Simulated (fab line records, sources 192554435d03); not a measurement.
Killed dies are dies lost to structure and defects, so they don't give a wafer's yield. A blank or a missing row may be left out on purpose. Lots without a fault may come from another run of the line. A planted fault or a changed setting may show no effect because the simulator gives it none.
fab line records | flow n5_finfet | part 2 of 2: steps 5 to 6 of 6
record lots=20 wafers=60 last_day=18
route steps=1938 shown WELL_APT@28 FIN_SAQP@121 FIN_CUT@164
lots that met no fault: from a run of the same line without faults
start_h: hours from the record's first day to the start of the lot's first wafer shown | wait_h: hours since the lot's step before | " the same as in the row above | L1.1+2: a row that stands for several wafers | - no value, or no start given | * or withheld: withheld | < > ~ a bound
route shown NAME@n: a module of which the file shows steps, and the number in the route of the first | usual: mean/standard deviation of fault-free wafers | same: alike in all rows | chamber/n: place in a boat | sites: the reading at each site | _std_site: their standard deviation | _edge_site: outer sites' mean less inner sites' | radius_mm: how far each site lies from the wafer's centre | mask NAME#n: copy n | behind: the tool/chamber that last shaped the wafer | hold: why the lot was held/for how many hours/how that ended | device: the transistor (n, p or np) that didn't switch | end of line: the same wafers' tests at the end of the route | a step without rows: its recipe alone | killed: dies lost to structure and defects at the first sort, not the wafer's yield | map: a wafer's dies, x killed, . not, _ none there
set.NAME: the setting as run; set.NAME@STEP: as run at that earlier step | model.NAME: the simulator's own value behind a step, which no gauge read
steps of the route over a sample of lots; a table a step, a row a wafer
services: from which hour (start_h, from the record's first day; less than 0 if before it) a tool's chamber was out of use, for how many hours, and why
## steps
# step N5_FIN_CUT_OVL_MEAS_09
# recipe points_per_wafer=522
# usual FIN_CUT_OVL=0.2/0.61
# columns lot.wafer tool chamber start_h wait_h FIN_CUT_OVL[nm]
L074.1 overlay-02 0 27.57 0.0 0.3
L074.3 " 0 " " 0.0
L074.4 " 0 " " -1.2
L075.2 overlay-02 0 32.54 0.0 0.9
L075.5 " 0 " " -0.1
L075.6 " 0 " " 0.4
L076.1 overlay-02 0 38.54 0.0 0.5
L076.2 " 0 " " 0.7
L076.4 " 0 " " 0.1
L077.1 overlay-02 0 44.95 0.0 0.5
L077.4 " 0 " " -1.3
L077.5 " 0 " " -0.2
L078.3 overlay-02 0 51.35 0.0 0.7
L078.4 " 0 " " -0.7
L078.5 " 0 " " 0.8
L079.1 overlay-01 0 56.71 0.0 -0.8
L079.3 " 0 " " -0.2
L079.4 " 0 " " 0.0
L080.2 overlay-02 0 65.56 0.0 1.1
L080.5 " 0 " " 0.1
L080.6 " 0 " " 0.8
L081.1 overlay-01 0 69.47 0.0 0.9
L081.3 " 0 " " 1.2
L081.4 " 0 " " 0.5
L083.1 overlay-02 0 82.16 0.0 -0.3
L083.4 " 0 " " -0.1
L083.5 " 0 " " 0.8
L084.1 overlay-01 0 86.47 0.0 0.7
L084.5 " 0 " " 0.4
L084.6 " 0 " " 0.6
L085.2 overlay-01 0 96.24 0.0 -0.4
L085.3 " 0 " " -0.3
L085.4 " 0 " " -0.1
L086.1 overlay-01 0 100.52 0.0 0.6
L086.3 " 0 " " -0.1
L086.5 " 0 " " -0.2
L087.1 overlay-02 0 105.16 0.0 0.5
L087.5 " 0 " " 1.0
L087.6 " 0 " " 1.6
L089.1 overlay-02 0 116.53 0.0 -0.4
L089.4 " 0 " " 1.1
L089.5 " 0 " " 0.2
L091.3 overlay-01 0 128.38 0.0 0.5
L091.4 " 0 " " -0.1
L091.5 " 0 " " -0.3
L092.2 overlay-02 0 134.65 0.0 0.2
L092.4 " 0 " " -0.3
L092.5 " 0 " " -0.5
L093.3 overlay-02 0 143.04 0.0 -0.6
L093.5 " 0 " " -0.3
L093.6 " 0 " " 0.4
L094.2 overlay-02 0 147.72 0.0 -0.3
L094.3 " 0 " " 0.2
L094.5 " 0 " " -0.2
L095.1 overlay-02 0 153.21 0.0 -0.2
L095.4 " 0 " " -0.2
L095.6 " 0 " " -0.5
L097.3 overlay-01 0 166.43 0.0 0.4
L097.5 " 0 " " 0.4
L097.6 " 0 " " 0.8
# step N5_FIN_CUT_DESCUM_13
# recipe chemistry=O2 time_s=7 source_power_w=50 bias_power_w=20 pressure_mtorr=20 rf_frequency_hz=2.712e+07 temp_c=40 resist=CAR-EUV o2_flow_sccm=225
# usual chamber_pressure_mTorr=20.000/0.021 drypump_motor_current_A=5.8/0.47 o2_flow_sccm=225.0/0.7 oes_product_au=0.78/0.067 rf_fwd_power_W=49.41/0.21 rf_vpp_V=243.2/1.5 showerhead_plenum_p_Torr=2.09/0.088 temp_c=40.00/0.11 throttle_valve_pct=20.58/0.22
# columns lot.wafer tool chamber start_h wait_h chamber_pressure_mTorr drypump_motor_current_A o2_flow_sccm oes_product_au rf_fwd_power_W rf_hours_counter_h rf_vpp_V showerhead_plenum_p_Torr temp_c throttle_valve_pct
L074.1 rie_diel-06 0 27.66 0.0 20.001 5.8 226.0 0.73 49.27 193 243.5 2.15 40.17 20.80
L074.3 " 1 " " 19.966 6.3 225.7 0.81 49.57 104 246.4 2.20 39.85 20.79
L074.4 " 3 " " 20.008 5.9 224.1 0.92 49.45 33 242.1 2.03 40.09 20.29
L075.2 rie_diel-03 1 32.63 0.0 20.009 6.1 224.3 0.77 49.51 131 242.8 2.11 40.16 20.42
L075.5 " 3 " " 19.999 5.6 225.8 0.76 49.32 - 242.5 2.08 39.90 20.38
L075.6 " 2 " " 20.036 6.1 225.1 0.75 49.27 - 244.5 2.18 39.97 20.69
L076.1 rie_diel-06 1 38.63 0.0 20.008 6.3 226.2 0.80 49.68 108 245.0 2.20 40.13 20.79
L076.2 " 2 " " 19.994 5.5 224.5 0.75 49.35 187 242.4 1.98 39.93 20.52
L076.4 " 0 " " 20.029 5.8 225.1 0.73 49.57 197 243.8 2.15 40.17 20.82
L077.1 rie_diel-06 0 45.04 0.0 20.022 5.8 224.8 0.74 49.44 199 244.7 2.15 40.04 20.82
L077.4 " 2 " " 20.038 5.4 224.9 0.75 49.34 189 240.2 1.98 40.08 20.53
L077.5 " 2 " " 19.984 5.5 225.2 0.74 49.35 - 240.5 1.98 39.92 20.54
L078.3 rie_diel-06 1 51.43 0.0 19.980 6.4 224.4 0.81 49.75 112 243.1 2.20 39.99 20.80
L078.4 " 2 " " 20.000 5.4 224.6 0.74 49.38 193 240.3 1.98 40.04 20.53
L078.5 " 3 " " 20.001 5.9 225.1 0.90 49.47 - 243.7 2.03 39.84 20.30
L079.1 rie_diel-05 3 56.85 0.1 19.968 5.1 225.5 0.69 49.09 212 242.1 1.98 39.89 20.65
L079.3 " 0 " " 19.967 6.8 225.0 0.88 49.46 58 244.5 2.22 40.01 20.20
L079.4 " 1 " " 20.017 5.4 225.4 0.82 49.15 96 242.5 2.00 40.00 20.21
L080.2 rie_diel-06 0 65.80 0.2 19.999 5.8 224.3 0.73 49.70 204 244.1 2.15 40.09 20.82
L080.5 " 2 " " 19.985 5.4 225.4 0.75 49.47 - 241.7 1.98 40.01 20.53
L080.6 " 1 " " 20.056 6.3 224.8 0.80 49.64 - 245.0 2.19 40.00 20.80
L081.1 rie_diel-03 0 69.56 0.0 20.034 5.9 224.9 0.86 49.51 64 243.9 2.15 40.10 20.64
L081.3 " 2 " " 20.004 6.1 223.7 0.74 49.48 192 243.7 2.17 40.00 20.70
L081.4 " 1 " " 20.009 6.1 224.6 0.76 49.01 143 244.8 2.10 39.99 20.45
L083.1 rie_diel-05 0 82.26 0.0 20.003 6.8 224.9 0.87 49.58 65 245.1 2.21 40.15 20.21
L083.4 " 2 " " 20.010 5.1 225.2 0.95 49.45 5 242.8 2.06 40.05 20.53
L083.5 " 0 " " 19.956 6.8 224.8 0.87 49.76 - 245.7 2.21 40.03 20.21
L084.1 rie_diel-03 1 86.57 0.0 19.958 6.1 225.0 0.76 49.17 148 241.4 2.10 40.02 20.45
L084.5 " 1 " " 19.955 6.1 225.2 0.75 49.39 - 242.0 2.10 40.05 20.45
L084.6 " 0 " " 20.003 5.9 226.4 0.84 49.45 - 243.6 2.15 40.11 20.66
L085.2 rie_diel-06 1 96.38 0.1 20.004 6.3 224.8 0.79 49.55 125 245.2 2.19 39.93 20.83
L085.3 " 0 " " 20.002 5.8 224.7 0.72 49.57 214 244.3 2.15 40.13 20.85
L085.4 " 1 " " 19.998 6.3 224.5 0.79 49.78 - 242.1 2.19 39.88 20.83
L086.1 rie_diel-06 1 100.61 0.0 20.019 6.3 224.7 0.79 49.63 126 243.6 2.19 39.92 20.84
L086.3 " 0 " " 19.978 5.8 224.9 0.72 49.31 215 244.5 2.15 40.05 20.85
L086.5 " 0 " " 19.987 5.8 224.7 0.71 49.39 - 243.0 2.15 40.02 20.85
L087.1 rie_diel-06 0 105.30 0.1 20.005 5.8 224.4 0.72 49.23 217 244.6 2.15 39.95 20.83
L087.5 " 2 " " 20.004 5.5 225.3 0.73 49.32 - 241.1 1.97 39.82 20.54
L087.6 " 1 " " 20.029 6.3 226.2 0.78 49.71 - 245.3 2.19 39.86 20.83
L089.1 rie_diel-05 3 116.63 0.0 20.003 5.1 223.9 0.68 49.22 229 241.6 1.98 40.24 20.66
L089.4 " 1 " " 19.973 5.4 225.4 0.80 49.21 113 243.2 2.00 40.00 20.22
L089.5 " 3 " " 20.042 5.1 225.2 0.69 49.23 - 240.6 1.98 40.28 20.65
L091.3 rie_diel-06 0 128.49 0.1 20.006 5.8 225.2 0.71 49.45 222 244.5 2.14 40.06 20.86
L091.4 " 3 " " 20.003 5.9 225.6 0.87 49.61 58 241.6 2.02 39.89 20.32
L091.5 " 1 " " 19.989 6.4 224.5 0.78 49.52 - 244.6 2.19 39.86 20.84
L092.2 rie_diel-06 2 134.78 0.1 19.987 5.5 225.5 0.72 49.14 218 240.8 1.97 39.98 20.58
L092.4 " 3 " " 20.003 5.9 224.9 0.87 49.22 60 241.8 2.02 39.91 20.34
L092.5 " 1 " " 20.004 6.3 225.0 0.79 49.62 - 244.9 2.19 40.04 20.84
L093.3 rie_diel-06 3 143.12 0.0 19.995 5.9 225.1 0.87 49.82 63 242.1 2.02 39.70 20.34
L093.5 " 0 " " 20.009 5.8 225.0 0.71 49.45 - 244.0 2.14 39.89 20.87
L093.6 " 1 " " 20.028 6.4 225.5 0.79 49.60 - 245.9 2.19 40.21 20.86
L094.2 rie_diel-05 3 147.80 0.0 20.005 5.1 224.6 0.68 49.22 239 242.0 1.97 40.19 20.68
L094.3 " 2 " " 20.010 5.1 225.7 0.90 49.26 25 242.6 2.05 40.00 20.57
L094.5 " 0 " " 20.002 6.8 224.8 0.86 49.49 - 246.8 2.21 40.19 20.22
L095.1 rie_diel-05 1 153.99 0.7 19.999 5.4 224.5 0.78 49.00 126 242.3 1.99 40.02 20.24
L095.4 " 3 " " 19.980 5.2 225.9 0.67 49.46 242 241.9 1.97 40.10 20.69
L095.6 " 0 " " 20.012 6.8 224.1 0.85 49.45 - 246.3 2.21 40.00 20.23
L097.3 rie_diel-06 1 166.52 0.0 20.026 6.4 225.0 0.77 49.60 149 244.4 2.18 40.04 20.88
L097.5 " 2 " " 20.019 5.4 225.4 0.71 49.23 - 243.1 1.97 39.86 20.58
L097.6 " 1 " " 20.012 6.4 224.8 0.78 49.76 - 244.8 2.18 39.97 20.86
## services
# columns tool chamber start_h hours kind
rie_diel-03 1 2.83 1.8 repair
rie_diel-06 3 7.12 14.0 repair
rie_diel-01 2 9.58 6.9 repair
rie_diel-01 3 12.47 18.8 repair
rie_diel-05 0 28.35 1.7 repair
rie_diel-05 1 44.15 5.6 repair
rie_diel-02 - 46.23 2.8 pm
rie_diel-02 2 49.88 22.3 repair
rie_diel-02 1 60.94 12.0 repair
rie_diel-05 0 62.71 3.0 repair
rie_diel-01 1 68.06 6.8 repair
rie_diel-06 1 79.24 2.5 repair
rie_diel-02 0 91.12 - clean
rie_diel-02 0 91.12 - consumable_replace:focus_ring
rie_diel-02 0 91.12 16.2 scheduled_down
rie_diel-06 3 91.35 10.4 repair
rie_diel-01 1 98.46 4.6 repair
rie_diel-03 1 111.25 11.3 repair
rie_diel-05 1 140.23 4.2 repair
rie_diel-05 0 144.19 3.1 repair
rie_diel-04 3 149.90 3.7 repair
rie_diel-03 1 156.24 7.0 repair
rie_diel-03 2 158.64 5.7 repair
rie_diel-02 2 165.11 1.6 repair
